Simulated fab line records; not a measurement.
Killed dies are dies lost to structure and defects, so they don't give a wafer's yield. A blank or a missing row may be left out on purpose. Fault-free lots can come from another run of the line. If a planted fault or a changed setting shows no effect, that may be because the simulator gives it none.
Chamber matching ; flow n5_finfet ; 3 sister chambers for N5_GATE_CUT_CMP_61 on cmp-02
The step polishes, stops on SiNx, t overpolish 3 s. 3 wafers are shown with their chamber, then 5 later ones without.

WAFERS WITH THEIR CHAMBER
wafer;chamber;motor_current_A (A)
L087.6;3;10.3
L088.4;1;9.9
L091.3;2;11.1

WAFERS WITHOUT THEIR CHAMBER
wafer;motor_current_A (A)
L091.5;10.6
L093.3;10.2
L093.5;10.9
L094.1;10.9
L094.5;10.2

EACH ONE'S CHAMBER
wafer;from the rows above;in truth
L091.5;can't be placed: 3 or 2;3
L093.3;can't be placed: 3 or 1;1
L093.5;2;2
L094.1;2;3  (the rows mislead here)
L094.5;can't be placed: 3 or 1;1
Correctly placed: 1 of 5. Unplaceable from these rows: 3, with the true chamber sitting among the candidates in 3. Wrongly placed: 1.
How it was worked out, from the rows above alone: a wafer's distance from a chamber is the root of the sum, over the readings, of the square of ((its reading less the chamber's mean) divided by the reading's scatter). The wafer belongs to the nearest chamber; if the next one is less than 2 further off, it can't be placed. For every chamber, the mean is computed from those of its wafers that are shown. The scatter (one wafer shown for each chamber): square how far every hidden wafer sits from the nearest shown wafer, average those squares and take the square root.
